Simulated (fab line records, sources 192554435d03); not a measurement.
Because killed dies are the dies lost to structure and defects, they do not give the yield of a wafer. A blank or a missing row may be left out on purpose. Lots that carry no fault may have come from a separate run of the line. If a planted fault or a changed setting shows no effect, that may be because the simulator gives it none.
Split-lot experiment ; flow n5-finfet ; 21 wafers read across 7 lots, on a route 1938 steps long

## ABOUT THE SPLIT
At N5_BEOL_M1_COAT_05 (resist thk 30 nm), the setting spin-rpm was moved away from the recipe's 1500 rpm on 10 of the 21 wafers read, by -10.8% to +4.6%. The other wafers ran this setting at the recipe's value.

The reading is taken at the split's own step.

## THE READING
CAR-EUV_of_BEOL_M1_COAT_05.thk-nm (the simulator's own value, which no gauge read), in nm, at N5_BEOL_M1_COAT_05 (resist thk 30 nm). The file gives no usual value for it. The 11 wafers here that ran the recipe average 30.0 nm, standard deviation 0.077 nm.

wafer;tool, chamber at the split;spin-rpm as run, rpm;against the recipe;CAR-EUV_of_BEOL_M1_COAT_05.thk-nm, nm;against lot-mates on the recipe
L078.1;litho-track-05, 0;1500;recipe;30;-
L078.4;litho-track-05, 0;1500;recipe;30;-
L078.5;litho-track-05, 0;1500;recipe;30;-
L081.4;litho-track-03, 0;1447;-3.5%;30.6;+0.6
L081.5;litho-track-03, 0;1447;-3.5%;30.8;+0.8
L081.6;litho-track-03, 0;1500;recipe;30;-
L082.1;litho-track-02, 0;1500;recipe;30.2;-
L082.2;litho-track-02, 0;1500;recipe;30;-
L082.6;litho-track-02, 0;1500;recipe;30;-
L085.2;litho-track-05, 0;1500;recipe;30;-
L085.6;litho-track-05, 0;1500;recipe;30;-
L085.5;litho-track-05, 0;1386;-7.6%;31.2;+1.2
L090.1;litho-track-03, 0;1346;-10.3%;31.8;+1.8
L090.3;litho-track-03, 0;1346;-10.3%;31.8;+1.8
L090.5;litho-track-03, 0;1500;recipe;30;-
L091.3;litho-track-05, 0;1500;recipe;30.2;-
L091.4;litho-track-05, 0;1338;-10.8%;31.8;+1.6
L091.6;litho-track-05, 0;1338;-10.8%;31.8;+1.6
L094.1;litho-track-02, 0;1569;+4.6%;29.4;no lot-mate on the recipe
L094.2;litho-track-02, 0;1569;+4.6%;29.6;no lot-mate on the recipe
L094.4;litho-track-02, 0;1569;+4.6%;29.6;no lot-mate on the recipe

FIT RESULTS
A straight line over all 21 wafers: CAR-EUV_of_BEOL_M1_COAT_05.thk-nm changes by -0.156 nm for each +1% of spin-rpm; r = -0.99; the points scatter about the line by 0.12 nm.
The same after taking each lot's own level away (the mean of its wafers on the recipe; 18 wafers): -0.161 nm for each +1%; r = -0.99; scatter 0.1 nm.
The reading moves by 1.7 nm for the largest change in spin-rpm, on that fit.
The lots' own levels span 30.00 to 30.20 nm, that is 2.6 times the standard deviation above.
Consequently the slope shifts little with the lot-to-lot level, the two slopes agreeing.
Check: +1.8 nm against its lot-mates is what the line predicts for one of the wafers moved furthest among these (-10.8%) when that wafer is left out of the fit. It came out at +1.6 nm against them.

## THESE WAFERS: OTHER SPLITS
These wafers also went through other splits before the reading. Each is held against what the fit with the lots' levels taken away leaves over:
other split on the same wafers;wafers away from the commonest value;r with CAR-EUV_of_BEOL_M1_COAT_05.thk-nm (lot level and that fit taken away)
N5_BEOL_M0_SAQP_EXPOSE_37 dose-mj;8;+0.05
N5_BEOL_M1_ILD_DEP_00 time-s;6;+0.42

## THE FILE'S OWN FIT
CAR-EUV_of_BEOL_M1_COAT_05.thk-nm changes by -0.162 nm for each +1% of spin-rpm, r = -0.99.
